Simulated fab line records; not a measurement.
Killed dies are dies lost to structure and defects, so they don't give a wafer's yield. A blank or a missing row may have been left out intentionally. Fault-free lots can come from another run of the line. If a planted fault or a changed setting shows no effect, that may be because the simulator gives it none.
Which tool is to blame?    flow n5Finfet    route of 1938 steps, sampled at 1 step: 12 lots, 36 wafers

== WHAT EACH GAUGE READ, for each wafer ==
N5_HKMG_FIN_CD_MEAS_12: target cd 92.8 nm.
lot   measured     on        cdNm (nm)
L075  day 4 12:11  cdSem-01  92.2 93.2 92.7
L077  day 5 00:44  cdSem-01  93.4 92.7 93.1
L078  day 5 11:18  cdSem-01  92.4 93.1 92.4
L081  day 6 00:09  cdSem-01  93.1 92.9 92.9
L083  day 6 12:10  cdSem-03  92.2 93.0 92.9
L085  day 7 00:16  cdSem-01  93.2 92.9 92.2
L087  day 7 10:43  cdSem-03  92.0 92.4 92.4
L089  day 8 00:11  cdSem-03  93.3 93.1 92.9
L091  day 8 11:49  cdSem-02  93.3 92.1 92.3
L093  day 9 02:19  cdSem-02  92.5 92.5 92.7
L095  day 9 13:40  cdSem-02  93.5 92.4 93.6
L097  day 9 23:49  cdSem-02  93.5 93.4 93.9

== TOOL THAT RAN EACH LOT (tool first, then ch and the chambers of the sampled wafers, then the start) ==
No process step before these readings appears in the record.

== THE ANSWER, worked out from the rows above alone ==
Rule: what is usual is taken from the lots themselves. The widest of any qualifying gaps counts: lots, ordered by their means at a reading, are off when they make up no more than a third of the lots, leave a main group of 4 or more, and stand apart from it by 3 or more times the standard deviation of that group's means. The tables above print the reading to a certain number of digits; a main group whose means all agree to those digits is not used. Also off: a lot with no number at a reading for which 4 or more lots have one. Where the step has rows for the other lots, those lots are counted as sound.
None of the lots is off at any reading shown; this tells nothing.

== WHAT THE SIMULATOR PUT IN ==
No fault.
